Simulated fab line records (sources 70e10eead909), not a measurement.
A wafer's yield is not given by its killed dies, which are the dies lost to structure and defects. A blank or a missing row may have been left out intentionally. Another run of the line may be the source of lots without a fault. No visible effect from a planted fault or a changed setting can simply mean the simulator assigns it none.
fab line records	flow nandHarc
record: lots: 11	wafers: 33	lastDay: 34
route steps=1302 shown P_GATE@144 END@1302
lots with no fault: from the same line, run without faults
startH: hours from the record's first day to the start of the lot's first wafer shown	waitH: hours from the lot's prior step to this one	" repeats the value in the row above	L1.1+2: several wafers, shown together as one row	- either no value or no given start	* or withheld: withheld	< > ~ a bound
route shown NAME@n: names a module that has steps shown in the file, with the first one's number in the route	usual: average and standard deviation across the fault-free wafers	same: alike in all rows	chamber/n: place in a boat	sites: each site's reading	_std_site: standard deviation of those values	_edge_site: inner sites' mean taken away from outer sites' mean	radiusMm: for every site, how far away it sits from the centre of the wafer	mask NAME#n: copy n	behind: the last tool/chamber to shape the wafer	hold: reason for holding the lot/hours on hold/outcome of the hold	device: transistor that didn't switch, given as n, p or np	end of line: the route-end tests of the same wafers	a step without rows: its recipe alone	killed: dies that structure and defects cost at the first sort, which is not the same as the wafer's yield	map: a wafer's dies, marking killed ones x, the rest . and places with no die _
set.NAME: setting as actually run; set.NAME@STEP: the setting as run at that earlier step	model.NAME: the simulator's own value behind a step, which no gauge read
steps of the route over a sample of lots; a table a step, a row a wafer
services: a tool's chamber out of use, with start hour (startH, from the record's first day; less than 0 if before it), hours out, and reason
== steps ==
step: NHARC_P_GATE_DESCUM_31
recipe: timeS: 3	o2FlowSccm: 200	arFlowSccm: 0	biasPowerW: 0	chemistry: O2
usual: drypumpMotorCurrentA: 5.75/0.28	oesProductAu: 0.996/0.01	rfVppV: 57.8/0.87	showerheadPlenumPTorr: 1.91/0.1	throttleValvePct: 11.311/0.0083
lot.wafer	tool	chamber	startH	waitH	drypumpMotorCurrentA	oesProductAu	rfHoursCounterH	rfVppV	showerheadPlenumPTorr	throttleValvePct
L259.2	rieDiel-01	1	106.01	0.1	5.40	1.000	3.9	57.5	1.83	11.301
L259.1	"	2	"	"	5.74	1.019	3.3	57.9	2.05	11.311
L259.5	"	3	"	"	5.84	0.996	-	57.9	2.03	11.313
L261.3	rieDiel-07	3	127.74	0.1	5.30	0.991	0.1	57.1	1.84	11.323
L261.2	"	1	"	"	5.53	1.012	0.0	57.1	1.91	11.311
L261.5	"	2	"	"	5.61	0.991	-	57.7	1.78	11.302
L262.3	rieDiel-01	2	136.71	0.1	5.76	1.011	4.6	57.9	2.05	11.308
L262.2	"	0	"	"	5.96	0.989	5.5	57.1	1.81	11.310
L262.5	"	2	"	"	5.75	1.007	-	60.1	2.05	11.320
L264.1	rieDiel-01	3	159.09	0.1	5.84	0.989	6.4	59.0	2.03	11.306
L264.4	"	0	"	"	5.99	0.984	6.7	57.1	1.81	11.314
L264.6	"	2	"	"	5.71	0.998	-	56.3	2.05	11.306
L265.1	rieDiel-07	1	165.19	0.1	5.51	1.006	0.4	56.3	1.91	11.308
L265.2	"	2	"	"	5.63	1.002	0.7	57.8	1.78	11.309
L265.5	"	0	"	"	5.93	0.994	-	59.4	2.03	11.323
L266.3	rieDiel-01	3	181.76	0.1	5.85	0.989	8.2	57.5	2.03	11.323
L266.2	"	1	"	"	5.39	0.986	8.9	56.5	1.83	11.316
L266.5	"	0	"	"	6.01	0.986	-	57.6	1.80	11.311
L267.4	rieDiel-02	1	190.19	0.1	5.68	1.017	5.6	58.5	2.02	11.314
L267.2	"	2	"	"	5.85	1.014	8.4	57.6	1.86	11.322
L267.1	"	3	"	"	6.27	0.996	8.3	59.1	1.95	11.333
L271.3	rieDiel-07	2	245.47	0.1	5.64	0.998	7.8	57.4	1.78	11.301
L271.1	"	3	"	"	5.31	0.989	7.7	58.4	1.84	11.320
L271.6	"	2	"	"	5.63	0.989	-	57.5	1.78	11.320
L272.4	rieDiel-01	1	245.67	0.1	5.40	0.993	2.0	56.5	1.83	11.307
L272.5	"	2	"	"	5.76	0.981	-	58.8	2.05	11.307
L272.6	"	3	"	"	5.86	0.987	-	58.3	2.03	11.322
L278.4	rieDiel-01	2	298.26	0.1	5.73	0.985	5.8	57.6	2.05	11.308
L278.2	"	3	"	"	5.83	0.983	5.7	58.8	2.03	11.327
L278.3	"	1	"	"	5.38	1.006	6.2	57.4	1.82	11.308
L281.3	rieDiel-01	0	330.01	0.1	6.03	0.987	7.5	58.0	1.80	11.305
L281.1	"	1	"	"	5.42	0.992	7.3	56.8	1.82	11.310
L281.5	"	0	"	"	6.06	0.975	-	57.4	1.80	11.323
step: NHARC_P_GATE_STRIP_111
recipe: powerW: 1500	tempC: 110	timeS: 250	chemistry: N2/H2
usual: drypumpMotorCurrentA: 6.0/0.62	heaterPowerW: 82/6.1
lot.wafer	tool	chamber	startH	waitH	drypumpMotorCurrentA	heaterPowerW	rfHoursCounterH
L259.1	plasmaAsher-01	0	120.57	0.2	6.3	83	28
L259.2	"	1	"	"	4.9	89	28
L259.5	"	1	"	"	4.9	85	-
L261.2	plasmaAsher-01	1	139.87	0.2	4.9	89	30
L261.3	"	1	"	"	4.9	87	-
L261.5	"	0	"	"	6.3	83	-
L262.2	plasmaAsher-02	1	148.87	0.2	6.6	75	12
L262.3	"	0	"	"	6.1	85	-
L262.5	"	1	"	"	6.6	74	-
L264.1	plasmaAsher-02	1	172.00	0.2	6.6	75	18
L264.4	"	1	"	"	6.6	72	-
L264.6	"	1	"	"	6.6	73	-
L265.2	plasmaAsher-01	0	177.47	0.2	6.3	83	2
L265.1	"	1	"	"	4.9	86	2
L265.5	"	0	"	"	6.3	87	-
L266.2	plasmaAsher-01	1	194.03	0.2	4.9	87	5
L266.3	"	0	"	"	6.3	85	-
L266.5	"	0	"	"	6.3	84	-
L267.1	plasmaAsher-01	1	202.50	0.2	4.9	85	7
L267.2	"	0	"	"	6.3	82	7
L267.4	"	1	"	"	4.9	86	-
L271.1	plasmaAsher-01	1	257.74	0.2	4.9	87	17
L271.3	"	0	"	"	6.3	83	-
L271.6	"	0	"	"	6.3	86	-
L272.4	plasmaAsher-01	0	258.20	0.3	6.3	84	-
L272.6	"	0	"	"	6.3	86	-
L272.5	"	1	"	"	4.9	88	-
L278.2	plasmaAsher-02	0	310.67	0.2	6.1	89	13
L278.3	"	1	"	"	6.6	72	-
L278.4	"	0	"	"	6.1	87	-
L281.1	plasmaAsher-02	0	342.44	0.2	6.1	89	19
L281.3	"	1	"	"	6.6	73	-
L281.5	"	0	"	"	6.1	88	-
step: NHARC_P_GATE_EXPOSE_88
recipe: na: 0.6	targetCdNm: 2000	doseMj: 11.87	maskId: P_HVN
usual: focusOffsetNm: 0.0/0.49
same: na: 0.6
lot.wafer	tool	chamber	startH	waitH	mask	focusOffsetNm
L259.1	krfScanner-04	0	123.37	-	P_HVN#0	-0.4
L259.2	"	0	"	"	P_HVN#0	-0.1
L259.5	"	0	"	"	P_HVN#0	0.1
L261.2	krfScanner-03	0	142.60	-	P_HVN#0	0.7
L261.3	"	0	"	"	P_HVN#0	-0.3
L261.5	"	0	"	"	P_HVN#0	-0.2
L262.2	krfScanner-04	0	151.96	-	P_HVN#0	0.6
L262.3	"	0	"	"	P_HVN#0	0.6
L262.5	"	0	"	"	P_HVN#0	-0.6
L264.1	krfScanner-01	0	175.74	-	P_HVN#0	0.5
L264.4	"	0	"	"	P_HVN#0	0.1
L264.6	"	0	"	"	P_HVN#0	0.4
L265.1	krfScanner-03	0	180.18	-	P_HVN#0	-1.0
L265.2	"	0	"	"	P_HVN#0	-0.8
L265.5	"	0	"	"	P_HVN#0	-0.3
L266.2	krfScanner-04	0	196.64	-	P_HVN#0	0.1
L266.3	"	0	"	"	P_HVN#0	0.5
L266.5	"	0	"	"	P_HVN#0	0.0
L267.1	krfScanner-01	0	205.27	-	P_HVN#0	-1.4
L267.2	"	0	"	"	P_HVN#0	-0.1
L267.4	"	0	"	"	P_HVN#0	-0.5
L271.1	krfScanner-03	0	260.51	-	P_HVN#0	-0.1
L271.3	"	0	"	"	P_HVN#0	0.4
L271.6	"	0	"	"	P_HVN#0	-0.3
L272.4	krfScanner-04	0	260.91	-	P_HVN_R1#0	-0.4
L272.5	"	0	"	"	P_HVN_R1#0	-0.5
L272.6	"	0	"	"	P_HVN_R1#0	-0.1
L278.2	krfScanner-04	0	313.40	-	P_HVN#0	-0.4
L278.3	"	0	"	"	P_HVN#0	-0.6
L278.4	"	0	"	"	P_HVN#0	-0.6
L281.1	krfScanner-01	0	345.17	-	P_HVN#0	-0.6
L281.3	"	0	"	"	P_HVN#0	1.2
L281.5	"	0	"	"	P_HVN#0	-0.5
step: NHARC_P_GATE_CD_MEAS_91
recipe: targetCdNm: 2000	landingEnergyEv: 500
usual: cdNm: 2000.8/2.4
same: landingEnergyEv: 500
lot.wafer	tool	chamber	startH	waitH	cdNm
L259.1	cdSem-03	0	123.53	-	1996.8
L259.2	"	0	"	"	1999.2
L259.5	"	0	"	"	1998.8
L261.2	cdSem-02	0	142.75	-	2000.6
L261.3	"	0	"	"	2004.0
L261.5	"	0	"	"	2002.1
L262.2	cdSem-02	0	152.11	-	1999.2
L262.3	"	0	"	"	1999.2
L262.5	"	0	"	"	1995.4
L264.1	cdSem-03	0	175.89	-	1999.5
L264.4	"	0	"	"	2000.4
L264.6	"	0	"	"	2005.6
L265.1	cdSem-02	0	180.34	-	2001.7
L265.2	"	0	"	"	2004.4
L265.5	"	0	"	"	2001.0
L266.2	cdSem-01	0	196.80	-	1998.4
L266.3	"	0	"	"	2000.5
L266.5	"	0	"	"	1997.8
L267.1	cdSem-03	0	205.43	-	1996.5
L267.2	"	0	"	"	1997.2
L267.4	"	0	"	"	1998.6
L271.1	cdSem-02	0	260.66	-	2003.7
L271.3	"	0	"	"	2002.5
L271.6	"	0	"	"	2002.7
L272.4	cdSem-03	0	261.05	-	2251.1
L272.5	"	0	"	"	2248.8
L272.6	"	0	"	"	2249.5
L278.2	cdSem-03	0	313.56	-	1999.3
L278.3	"	0	"	"	2005.1
L278.4	"	0	"	"	2002.7
L281.1	cdSem-01	0	345.32	-	2001.9
L281.3	"	0	"	"	2003.0
L281.5	"	0	"	"	2005.0
step: NHARC_P_GATE_RTA_64
recipe: tempC: 1050	timeS: 1
usual: lampPowerPct: 32.2/1.9	lamp_zone_2_pct: 32.2/1.9	lamp_zone_4_pct: 32.2/1.9	wafer_temp_C_max: 1053.4/0.83
lot.wafer	tool	chamber	startH	waitH	lampPowerPct	lamp_zone_2_pct	lamp_zone_4_pct	wafer_temp_C_max
L259.1	rtpAnneal-01	0	125.36	-	30.4	30.4	30.5	1052.8
L259.2	"	0	"	"	30.4	30.4	30.4	1052.7
L259.5	"	0	"	"	30.4	30.4	30.4	1053.2
L261.2	rtpAnneal-01	0	144.59	-	30.4	30.4	30.4	1054.5
L261.3	"	0	"	"	30.5	30.4	30.4	1052.7
L261.5	"	0	"	"	30.4	30.5	30.4	1053.4
L262.2	rtpAnneal-02	0	153.96	-	34.2	34.2	34.2	1052.6
L262.3	"	0	"	"	34.3	34.3	34.2	1053.8
L262.5	"	0	"	"	34.3	34.2	34.2	1053.2
L264.1	rtpAnneal-02	0	177.70	-	34.3	34.3	34.3	1052.9
L264.4	"	0	"	"	34.3	34.3	34.3	1055.6
L264.6	"	0	"	"	34.3	34.4	34.3	1054.8
L265.1	rtpAnneal-01	0	182.14	-	30.4	30.4	30.5	1051.6
L265.2	"	0	"	"	30.5	30.4	30.5	1054.0
L265.5	"	0	"	"	30.4	30.4	30.4	1053.0
L266.2	rtpAnneal-01	0	198.68	-	30.4	30.4	30.4	1053.7
L266.3	"	0	"	"	30.3	30.4	30.5	1052.9
L266.5	"	0	"	"	30.4	30.4	30.4	1053.0
L267.1	rtpAnneal-02	0	207.23	-	34.3	34.3	34.2	1053.4
L267.2	"	0	"	"	34.3	34.3	34.3	1052.9
L267.4	"	0	"	"	34.2	34.3	34.3	1053.2
L271.1	rtpAnneal-02	0	262.48	-	34.3	34.2	34.3	1053.5
L271.3	"	0	"	"	34.4	34.3	34.3	1054.6
L271.6	"	0	"	"	34.3	34.3	34.3	1053.6
L272.4	rtpAnneal-01	0	262.95	-	30.4	30.4	30.4	1052.2
L272.5	"	0	"	"	30.4	30.4	30.4	1053.0
L272.6	"	0	"	"	30.4	30.4	30.4	1052.2
L278.2	rtpAnneal-02	0	315.39	-	34.2	34.3	34.3	1053.3
L278.3	"	0	"	"	34.3	34.3	34.3	1056.6
L278.4	"	0	"	"	34.2	34.3	34.3	1053.3
L281.1	rtpAnneal-02	0	347.15	-	34.2	34.2	34.2	1053.6
L281.3	"	0	"	"	34.2	34.2	34.2	1052.9
L281.5	"	0	"	"	34.2	34.2	34.2	1053.8
step: NHARC_END_SORT_01
recipe: tempC: 25
usual: killedAtArray: 56/17	killedAtOther: 0.9/1.2	killedAtPeriphery: 3.9/2.5	killedDies: 61/17	killedOpen: 3.2/1.8	killedShort: 2.7/1.7
same: grossDies: 677
lot.wafer	tool	chamber	startH	waitH	killedAtArray	killedAtOther	killedAtPeriphery	killedDies	killedOpen	killedShort
L272.4	prober-01	0	741.60	3.4	79	1	26	106	1	3
L272.5	prober-01	0	742.41	3.7	57	1	36	94	4	1
L272.6	prober-01	0	743.21	4.0	86	1	42	129	7	3
killed by level:class
L272.4 A_SLIT:chamberFilmFlake=34 A_CHANNEL_HOLE_D1:chamberFilmFlake=30 P_GATE:areaExpose=25 A_STAIRCASE:chamberFilmFlake=3 A_WL_FILL:chamberFilmFlake=3 A_CONTACT:chamberFilmFlake=3 A_M0:chamberFilmFlake=3 A_M0:geometricParticle:short=2
L272.5 P_GATE:areaExpose=34 A_CHANNEL_HOLE_D1:chamberFilmFlake=28 A_SLIT:chamberFilmFlake=17 A_WL_FILL:chamberFilmFlake=4 A_CHANNEL_FILL_D2:geometricParticle:open=2 A_M0:geometricParticle:open=2 P_GATE:chamberFilmFlake=2 A_CONTACT:chamberFilmFlake=2
L272.6 A_SLIT:chamberFilmFlake=39 P_GATE:areaExpose=37 A_CHANNEL_HOLE_D1:chamberFilmFlake=35 A_CONTACT:chamberFilmFlake=3 A_DECK1_JOINT:geometricParticle:short=2 A_DECK1_JOINT:geometricParticle:open=2 P_GATE:geometricParticle:open=1 P_M0:geometricParticle:open=1
== services ==
tool	chamber	startH	hours	kind
rieDiel-07	-	117.20	9.0	pm
rieDiel-02	-	118.30	0.6	repair
krfScanner-04	-	126.96	1.3	repair
krfScanner-01	-	140.00	4.0	pm
rieDiel-07	1	147.18	7.6	repair
plasmaAsher-01	-	165.00	9.0	pm
rieDiel-07	0	171.99	1.6	repair
krfScanner-04	-	185.41	4.0	pm
rieDiel-01	-	204.31	9.0	pm
krfScanner-03	-	224.00	4.0	pm
rieDiel-07	0	235.24	6.1	repair
krfScanner-03	-	245.66	0.7	repair
plasmaAsher-02	-	249.25	9.0	pm
krfScanner-03	-	250.28	3.7	repair
rieDiel-07	3	255.63	10.9	repair
krfScanner-01	-	260.04	1.4	repair
plasmaAsher-01	-	292.50	0.5	repair
krfScanner-03	-	293.60	1.0	repair
rieDiel-07	-	294.26	9.0	pm
krfScanner-01	-	312.00	4.0	pm
rieDiel-01	3	319.03	2.6	repair
krfScanner-04	-	321.35	0.7	repair
plasmaAsher-01	-	342.00	9.0	pm
rieDiel-07	3	344.76	8.5	repair
== key ==
firstSign: step: NHARC_P_GATE_EXPOSE_88	reading: mask	direction: changed
effect: step: NHARC_P_GATE_CD_MEAS_91	reading: cdNm	direction: up	sigmas: 99+	usual: 2000.8	struck: 2249.8
effect: step: NHARC_END_SORT_01	reading: killedAtPeriphery	direction: up	sigmas: 12	usual: 3.9	struck: 34.7
moreKillsBornAt: NHARC_P_GATE_EXPOSE_88@krfScanner-04: 96
metAt NHARC_P_GATE_EXPOSE_88
struckLots L272
testerLeftOut L272
notActingAt NHARC_P_GATE_DESCUM_31,NHARC_P_GATE_STRIP_111,NHARC_P_GATE_RTA_64
onsetBetween 196.64 260.91
fault: kind: wrongMask	tool: any	chamber: -	onsetH: 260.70	steps: NHARC_P_GATE_EXPOSE_88	auxCopy: P_HVN_R1#0	cdOffsetNm: 245.88	scope: struckLotsOnly
testerLeftOut: of these lots the tester's yield and bins aren't shown, on N5 and GAA mostly nor the transistor test; their killed dies are dies lost to structure and defects alone, not to doping, threshold or leakage, so they don't give the yield
